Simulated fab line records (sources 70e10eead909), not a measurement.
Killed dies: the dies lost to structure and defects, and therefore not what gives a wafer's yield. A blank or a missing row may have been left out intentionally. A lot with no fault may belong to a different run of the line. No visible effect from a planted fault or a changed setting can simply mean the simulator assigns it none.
fab line records	flow nandHarc
record: lots: 7	wafers: 21	lastDay: 24
route steps=1159 shown A_STAIRCASE@581 END@1159
lots with no fault: from the same line, run without faults
startH: hours from the record's first day to the start of the lot's first wafer shown	waitH: hours from the lot's prior step to this one	" same as the row above	L1.1+2: a single row standing in for several wafers	- no value, or no start given	* or withheld: withheld	< > ~ a bound
route shown NAME@n: NAME is a module with steps in the file, n the number in the route of the first one	usual: mean/standard deviation of fault-free wafers	same: alike in all rows	chamber/n: place in a boat	sites: the reading at each site	_std_site: standard deviation across them	_edge_site: inner sites' mean taken away from outer sites' mean	radiusMm: how far each site lies from the wafer's centre	mask NAME#n: copy n	behind: tool/chamber where the wafer was last shaped	hold: why the lot went on hold/how many hours it stayed there/how the hold came to an end	device: the n, p or np transistor that did not switch	end of line: tests of these same wafers at the route's end	a step given without rows: its recipe and nothing more	killed: at the first sort, the dies lost to defects and structure; wafer yield is something else	map: shows each die of a wafer: x if killed, . if not, _ if none is there
set.NAME: the run value of the setting; set.NAME@STEP: its run value at that earlier step	model.NAME: the simulator's own value behind a step, which no gauge read
lots seen at some steps along the route; tables by step, rows by wafer
services: when a tool's chamber went out of use (startH, in hours from the record's first day, below 0 if earlier), for how many hours, and the reason
== steps ==
step: NHARC_A_STAIRCASE_TRIM_187
recipe: timeS: 211.2	o2FlowSccm: 500	arFlowSccm: 0	biasW: 0	chemistry: O2
step: NHARC_A_STAIRCASE_ETCH_188
recipe: targetDepthA: 1000	timeS: 40.5	ionEnergyEv: 400	c4f8FlowSccm: 20	o2FlowSccm: 10	arFlowSccm: withheld	rfW: 600	biasW: 1000	chemistry: C4F8/O2
step: NHARC_A_STAIRCASE_TRIM_189
recipe: timeS: 211.2	o2FlowSccm: 500	arFlowSccm: 0	biasW: 0	chemistry: O2
step: NHARC_A_STAIRCASE_ETCH_190
recipe: targetDepthA: 1000	timeS: 40.5	ionEnergyEv: 400	c4f8FlowSccm: 20	o2FlowSccm: 10	arFlowSccm: withheld	rfW: 600	biasW: 1000	chemistry: C4F8/O2
step: NHARC_A_STAIRCASE_TRIM_191
recipe: timeS: 211.2	o2FlowSccm: 500	arFlowSccm: 0	biasW: 0	chemistry: O2
usual: drypumpMotorCurrentA: 5.78/0.26	mfcArSccm: 0.012/0.015	oesProductAu: 1.006/0.012	rfVppV: 57.7/0.87	showerheadPlenumPTorr: 3.49/0.15	throttleValvePct: 17.036/0.0088
same: biasW: 0
lot.wafer	tool	chamber	startH	waitH	drypumpMotorCurrentA	mfcArSccm	oesProductAu	rfHoursCounterH	rfVppV	showerheadPlenumPTorr	throttleValvePct
L142.2	rieDiel-07	2	-	-	6.01	0.039	1.013	3	57.7	3.54	17.031
L142.3	"	3	"	"	6.19	0	1.016	3	57.9	3.70	17.025
L142.5	"	3	"	"	6.19	0	1.017	-	57.8	3.71	17.036
L145.2	rieDiel-01	0	-	-	5.68	0	1.019	44	58.1	3.55	17.032
L145.6	"	1	"	"	5.35	0	1.000	-	57.1	3.34	17.035
L145.5	"	2	"	"	5.74	0.031	1.001	-	56.6	3.28	17.035
L152.2	rieDiel-01	3	-	-	5.93	0	0.995	51	57.8	3.34	17.033
L152.3	"	0	"	"	5.68	0	1.014	57	59.2	3.55	17.058
L152.6	"	1	"	"	5.38	0	1.005	-	58.1	3.33	17.035
L153.4	rieDiel-01	3	-	-	5.93	0	0.989	56	56.8	3.34	17.022
L153.2	"	0	"	"	5.67	0	1.020	61	58.6	3.54	17.034
L153.6	"	2	"	"	5.73	0.031	1.002	-	56.9	3.27	17.034
L154.3	rieDiel-07	2	-	-	5.93	0.039	1.022	29	57.4	3.52	17.020
L154.2	"	3	"	"	6.17	0	1.010	31	59.2	3.69	17.034
L154.4	"	0	"	"	5.56	0.017	1.016	31	57.8	3.64	17.040
L161.1	rieDiel-07	3	-	-	6.17	0	1.009	46	56.9	3.68	17.049
L161.3	"	0	"	"	5.53	0.017	1.007	43	57.2	3.63	17.043
L161.6	"	3	"	"	6.20	0	1.001	-	58.9	3.68	17.037
L163.4	rieDiel-07	2	-	-	5.99	0.039	1.013	50	57.8	3.51	17.042
L163.5	"	1	"	"	5.71	0	1.019	-	58.8	3.59	17.034
L163.6	"	2	"	"	5.96	0.039	1.015	-	57.9	3.51	17.034
step: NHARC_A_STAIRCASE_ETCH_192
recipe: targetDepthA: 1000	timeS: 40.5	ionEnergyEv: 400	c4f8FlowSccm: 20	o2FlowSccm: 10	arFlowSccm: withheld	rfW: 600	biasW: 1000	chemistry: C4F8/O2
step: NHARC_A_STAIRCASE_TRIM_193
recipe: timeS: 211.2	o2FlowSccm: 500	arFlowSccm: 0	biasW: 0	chemistry: O2
usual: drypumpMotorCurrentA: 5.76/0.26	mfcArSccm: 0.011/0.015	oesProductAu: 1.007/0.013	rfVppV: 57.6/0.92	showerheadPlenumPTorr: 3.49/0.14	throttleValvePct: 17.035/0.0093
same: biasW: 0
lot.wafer	tool	chamber	startH	waitH	drypumpMotorCurrentA	mfcArSccm	oesProductAu	rfHoursCounterH	rfVppV	showerheadPlenumPTorr	throttleValvePct
L142.3	rieDiel-07	1	-	-	5.68	0	1.028	3	58.9	3.61	17.024
L142.2	"	0	"	"	5.51	0.017	0.993	3	59.4	3.65	17.043
L142.5	"	1	"	"	5.66	0	1.028	-	58.2	3.61	17.021
L145.2	rieDiel-01	0	-	-	5.67	0	1.022	44	57.3	3.55	17.047
L145.5	"	3	"	"	5.95	0	0.996	-	58.1	3.35	17.020
L145.6	"	0	"	"	5.68	0	1.027	-	57.6	3.55	17.035
L152.3	rieDiel-01	0	-	-	5.69	0	1.021	57	58.2	3.55	17.050
L152.2	"	1	"	"	5.32	0	1.010	51	56.4	3.33	17.020
L152.6	"	3	"	"	5.96	0	0.982	-	55.8	3.34	17.016
L153.2	rieDiel-01	0	-	-	5.67	0	1.030	62	57.3	3.54	17.044
L153.4	"	3	"	"	5.96	0	1.004	56	56.2	3.34	17.051
L153.6	"	0	"	"	5.66	0	1.022	-	58.3	3.54	17.055
L154.4	rieDiel-07	2	-	-	5.92	0.039	1.012	29	58.3	3.52	17.039
L154.3	"	3	"	"	6.17	0	1.010	31	58.4	3.69	17.030
L154.2	"	1	"	"	5.65	0	1.021	29	58.3	3.60	17.033
L161.3	rieDiel-07	2	-	-	5.94	0.039	1.013	45	57.9	3.51	17.037
L161.1	"	0	"	"	5.54	0.017	1.013	43	58.6	3.63	17.015
L161.6	"	2	"	"	5.91	0.039	1.015	-	58.6	3.51	17.034
L163.4	rieDiel-07	1	-	-	5.66	0	1.019	51	57.8	3.59	17.033
L163.6	"	1	"	"	5.67	0	1.030	-	58.2	3.59	17.026
L163.5	"	2	"	"	5.93	0.039	1.018	-	57.0	3.51	17.042
step: NHARC_A_STAIRCASE_ETCH_194
recipe: targetDepthA: 1000	timeS: 40.5	ionEnergyEv: 400	c4f8FlowSccm: 20	o2FlowSccm: 10	arFlowSccm: withheld	rfW: 600	biasW: 1000	chemistry: C4F8/O2
usual: biasW: 1000.3/3	oesProductAu: 0.947/0.014	rfFwdPowerW: 593/3.1	rfVppV: 895/5.3
lot.wafer	tool	chamber	startH	waitH	biasW	oesProductAu	rfFwdPowerW	rfHoursCounterH	rfVppV
L142.3	rieDiel-07	3	-	-	998.7	0.967	590	4	902
L142.2	"	0	"	"	998.5	0.942	595	4	901
L142.5	"	1	"	"	998.4	0.964	586	-	898
L145.2	rieDiel-01	2	-	-	1003.6	0.958	592	45	886
L145.5	"	2	"	"	1002.7	0.956	592	-	886
L145.6	"	3	"	"	999.3	0.939	592	-	889
L152.3	rieDiel-01	3	-	-	997.5	0.926	591	51	889
L152.2	"	1	"	"	999.2	0.952	594	51	889
L152.6	"	3	"	"	1003.7	0.923	590	-	891
L153.4	rieDiel-01	0	-	-	997.2	0.959	594	62	896
L153.2	"	1	"	"	999.8	0.954	594	56	888
L153.6	"	1	"	"	1000.3	0.952	597	-	888
L154.3	rieDiel-07	3	-	-	1000.2	0.938	589	31	902
L154.2	"	0	"	"	996.5	0.944	597	31	898
L154.4	"	1	"	"	1003.0	0.963	587	29	899
L161.1	rieDiel-07	0	-	-	1001.3	0.971	597	44	900
L161.3	"	1	"	"	1002.0	0.963	585	47	897
L161.6	"	3	"	"	1003.6	0.944	590	-	901
L163.4	rieDiel-07	3	-	-	997.5	0.967	592	51	901
L163.5	"	3	"	"	997.8	0.963	593	-	902
L163.6	"	0	"	"	1001.6	0.963	598	-	901
step: NHARC_A_STAIRCASE_TRIM_196
recipe: timeS: 211.2	o2FlowSccm: 500	arFlowSccm: 0	biasW: 0	chemistry: O2
step: NHARC_A_STAIRCASE_ETCH_197
recipe: targetDepthA: 1000	timeS: 40.5	ionEnergyEv: 400	c4f8FlowSccm: 20	o2FlowSccm: 10	arFlowSccm: withheld	rfW: 600	biasW: 1000	chemistry: C4F8/O2
usual: biasW: 1000.2/2.7	oesProductAu: 0.949/0.02	rfFwdPowerW: 593/3.2	rfVppV: 895/4.6
lot.wafer	tool	chamber	startH	waitH	biasW	oesProductAu	rfFwdPowerW	rfHoursCounterH	rfVppV
L142.3	rieDiel-02	3	-	-	998.5	0.949	593	23	894
L142.2	"	0	"	"	1004.0	0.964	591	31	892
L142.5	"	3	"	"	1003.2	0.946	596	-	894
L145.2	rieDiel-01	0	-	-	997.3	0.973	591	44	898
L145.6	"	0	"	"	999.5	0.962	591	-	896
L145.5	"	1	"	"	996.3	0.949	594	-	890
L152.2	rieDiel-02	1	-	-	1001.4	0.928	596	49	895
L152.3	"	2	"	"	998.2	0.931	596	49	898
L152.6	"	3	"	"	997.3	0.913	591	-	895
L153.4	rieDiel-02	1	-	-	996.9	0.970	595	53	895
L153.2	"	2	"	"	1002.4	0.960	595	55	898
L153.6	"	1	"	"	1000.5	0.965	592	-	894
L154.4	rieDiel-02	0	-	-	1003.7	0.922	591	55	892
L154.3	"	1	"	"	995.9	0.933	592	55	894
L154.2	"	3	"	"	999.0	0.919	594	48	894
L161.3	rieDiel-07	2	-	-	1001.1	0.949	595	46	896
L161.1	"	3	"	"	1000.8	0.963	595	47	903
L161.6	"	1	"	"	1002.5	0.977	587	-	898
L163.4	rieDiel-07	1	-	-	995.9	0.965	586	51	898
L163.5	"	0	"	"	1001.1	0.964	595	-	901
L163.6	"	1	"	"	1000.3	0.962	587	-	899
step: NHARC_A_STAIRCASE_TRIM_198
recipe: timeS: 211.2	o2FlowSccm: 500	arFlowSccm: 0	biasW: 0	chemistry: O2
step: NHARC_A_STAIRCASE_ETCH_199
recipe: targetDepthA: 1000	timeS: 40.5	ionEnergyEv: 400	c4f8FlowSccm: 20	o2FlowSccm: 10	arFlowSccm: withheld	rfW: 600	biasW: 1000	chemistry: C4F8/O2
usual: biasW: 1000.3/3	oesProductAu: 0.945/0.015	rfFwdPowerW: 593/3.1	rfVppV: 895/4.6
lot.wafer	tool	chamber	startH	waitH	biasW	oesProductAu	rfFwdPowerW	rfHoursCounterH	rfVppV
L142.3	rieDiel-02	3	249.40	-	996.4	0.942	596	23	895
L142.2	"	0	"	"	999.7	0.945	590	32	892
L142.5	"	1	"	"	1002.6	0.943	594	-	895
L145.2	rieDiel-01	0	264.75	-	998.4	0.956	591	44	896
L145.6	"	2	"	"	996.5	0.956	595	-	886
L145.5	"	3	"	"	1000.3	0.936	593	-	889
L152.3	rieDiel-02	3	299.24	-	999.8	0.836	499	42	895
L152.2	"	1	"	"	1001.2	0.840	494	49	894
L152.6	"	3	"	"	998.9	0.836	500	-	894
L153.2	rieDiel-02	2	312.90	-	1002.0	0.866	494	55	898
L153.4	"	1	"	"	1003.1	0.870	497	53	896
L153.6	"	3	"	"	1003.6	0.852	498	-	892
L154.4	rieDiel-02	0	317.76	-	998.2	0.845	495	55	890
L154.3	"	1	"	"	996.7	0.853	497	55	895
L154.2	"	2	"	"	999.4	0.836	497	57	897
L161.3	rieDiel-07	2	359.78	-	1002.0	0.960	594	46	896
L161.1	"	0	"	"	1001.9	0.955	597	44	899
L161.6	"	2	"	"	1005.7	0.953	594	-	897
L163.4	rieDiel-07	1	373.88	-	1001.5	0.979	588	51	898
L163.5	"	3	"	"	998.5	0.965	588	-	903
L163.6	"	0	"	"	1004.1	0.972	594	-	900
step: NHARC_A_STAIRCASE_TRIM_200
recipe: timeS: 211.2	o2FlowSccm: 500	arFlowSccm: 0	biasW: 0	chemistry: O2
usual: drypumpMotorCurrentA: 5.79/0.3	mfcArSccm: 0.013/0.014	oesProductAu: 1.005/0.013	rfVppV: 57.7/0.8	showerheadPlenumPTorr: 3.51/0.12	throttleValvePct: 17.038/0.0087
same: biasW: 0
lot.wafer	tool	chamber	startH	waitH	drypumpMotorCurrentA	mfcArSccm	oesProductAu	rfHoursCounterH	rfVppV	showerheadPlenumPTorr	throttleValvePct
L142.3	rieDiel-02	2	-	-	5.78	0.016	1.008	31	57.3	3.57	17.019
L142.2	"	3	"	"	5.29	0.028	1.003	23	56.7	3.48	17.046
L142.5	"	1	"	"	6.19	0.018	1.009	-	56.7	3.51	17.045
L145.2	rieDiel-01	3	-	-	5.96	0	1.004	41	58.3	3.35	17.047
L145.6	"	3	"	"	5.94	0	0.995	-	57.6	3.35	17.047
L145.5	"	0	"	"	5.66	0	1.028	-	57.0	3.55	17.030
L152.2	rieDiel-02	0	-	-	6.05	0	0.994	50	56.2	3.39	17.045
L152.3	"	1	"	"	6.20	0.018	1.011	49	59.2	3.50	17.039
L152.6	"	3	"	"	5.29	0.028	0.993	-	58.1	3.47	17.031
L153.2	rieDiel-02	3	-	-	5.28	0.028	0.988	47	57.7	3.47	17.036
L153.4	"	1	"	"	6.20	0.018	1.005	53	56.8	3.49	17.041
L153.6	"	3	"	"	5.27	0.028	0.991	-	58.2	3.47	17.028
L154.4	rieDiel-02	0	-	-	6.06	0	1.010	56	58.1	3.39	17.032
L154.3	"	1	"	"	6.19	0.018	1.019	56	58.3	3.49	17.034
L154.2	"	2	"	"	5.74	0.016	1.009	57	59.4	3.56	17.035
L161.3	rieDiel-07	3	-	-	6.20	0	1.010	47	58.3	3.68	17.033
L161.1	"	1	"	"	5.65	0	1.015	47	59.0	3.59	17.037
L161.6	"	2	"	"	5.94	0.039	1.012	-	56.9	3.51	17.037
L163.4	rieDiel-07	3	-	-	6.18	0	1.016	52	58.9	3.68	17.031
L163.5	"	2	"	"	5.95	0.039	1.002	-	57.9	3.51	17.031
L163.6	"	3	"	"	6.21	0	1.015	-	57.4	3.68	17.031
step: NHARC_END_SORT_01
recipe: tempC: 25
usual: killedAtArray: 28/11	killedAtOther: 0.8/1.1	killedAtPeriphery: 3.3/2.8	killedDies: 32/11	killedOpen: 3.3/1.9	killedShort: 1.9/1.4
same: grossDies: 677
lot.wafer	tool	chamber	startH	waitH	killedAtArray	killedAtOther	killedAtPeriphery	killedDies	killedOpen	killedShort
L145.2	prober-01	0	469.55	2.8	25	1	3	29	5	4
L145.5	prober-01	0	471.93	3.7	30	0	3	33	2	3
L145.6	prober-01	0	472.72	4.0	23	0	3	26	2	1
killed by level:class
L145.2 A_CHANNEL_HOLE_D1:chamberFilmFlake=13 A_CHANNEL_FILL_D1:geometricParticle:open=3 A_CHANNEL_FILL_D1:geometricParticle:short=2 A_CHANNEL_FILL_D1:chamberFilmFlake=2 A_STAIRCASE:chamberFilmFlake=2 P_GATE:geometricParticle:short=1 A_CONTACT:geometricParticle:open=1 A_M1:geometricParticle:open=1
L145.5 A_CHANNEL_HOLE_D1:chamberFilmFlake=17 A_STAIRCASE:chamberFilmFlake=3 A_CONTACT:chamberFilmFlake=3 A_CHANNEL_FILL_D1:chamberFilmFlake=2 A_WL_FILL:chamberFilmFlake=2 P_CONTACT:geometricParticle:short=1 P_CONTACT:geometricParticle:open=1 A_STAIRCASE:geometricParticle:open=1
L145.6 A_CHANNEL_HOLE_D1:chamberFilmFlake=14 P_CONTACT:geometricParticle:open=2 A_CHANNEL_FILL_D1:chamberFilmFlake=2 A_STAIRCASE:chamberFilmFlake=2 A_CONTACT:chamberFilmFlake=2 A_ONON_D1:geometricParticle:short=1 P_STI:chamberFilmFlake=1 A_ZERO_WELL:chamberFilmFlake=1
== services ==
tool	chamber	startH	hours	kind
rieDiel-07	-	228.20	9.0	pm
rieDiel-07	0	228.20	9.0	ventCycle
rieDiel-07	1	228.20	9.0	ventCycle
rieDiel-07	2	228.20	9.0	ventCycle
rieDiel-07	3	228.20	9.0	ventCycle
rieDiel-07	0	237.20	-	clean
rieDiel-07	1	237.20	-	clean
rieDiel-07	1	237.20	-	consumableReplace:focusRing
rieDiel-07	2	237.20	-	clean
rieDiel-07	3	237.20	-	clean
rieDiel-07	0	262.07	-	clean
rieDiel-07	1	262.07	-	clean
rieDiel-07	2	262.07	-	clean
rieDiel-07	3	262.07	-	clean
rieDiel-07	0	286.57	-	clean
rieDiel-07	1	286.57	-	clean
rieDiel-07	2	286.57	-	clean
rieDiel-07	3	286.57	-	clean
rieDiel-01	3	288.44	4.6	repair
rieDiel-02	-	297.41	0.8	repair
rieDiel-07	0	311.36	-	clean
rieDiel-01	-	314.86	9.0	pm
rieDiel-02	-	327.99	9.0	pm
rieDiel-07	0	347.99	10.7	repair
== key ==
firstSign: step: NHARC_A_STAIRCASE_ETCH_199	reading: rfFwdPowerW	direction: down	sigmas: 31	usual: *	struck: *
effect: step: NHARC_A_STAIRCASE_ETCH_199	reading: oesProductAu	direction: down	sigmas: 6.3	usual: 0.945	struck: 0.848
metAt NHARC_A_STAIRCASE_ETCH_199
struckWafers L152.2,L152.3,L152.6,L153.2,L153.4,L153.6,L154.2,L154.3,L154.4
testerLeftOut L152,L153,L154
onsetBetween 249.40 299.24
fault: kind: processParameterDrift	tool: rieDiel-02	chamber: -	onsetH: 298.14	steps: NHARC_A_STAIRCASE_ETCH_199	channel: rfW	offset: *	shape: step	endH: 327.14	actsIn: *	stated: *
testerLeftOut: of these lots the tester's yield and bins aren't shown, on N5 and GAA mostly nor the transistor test; their killed dies are dies lost to structure and defects alone, not to doping, threshold or leakage, so they don't give the yield
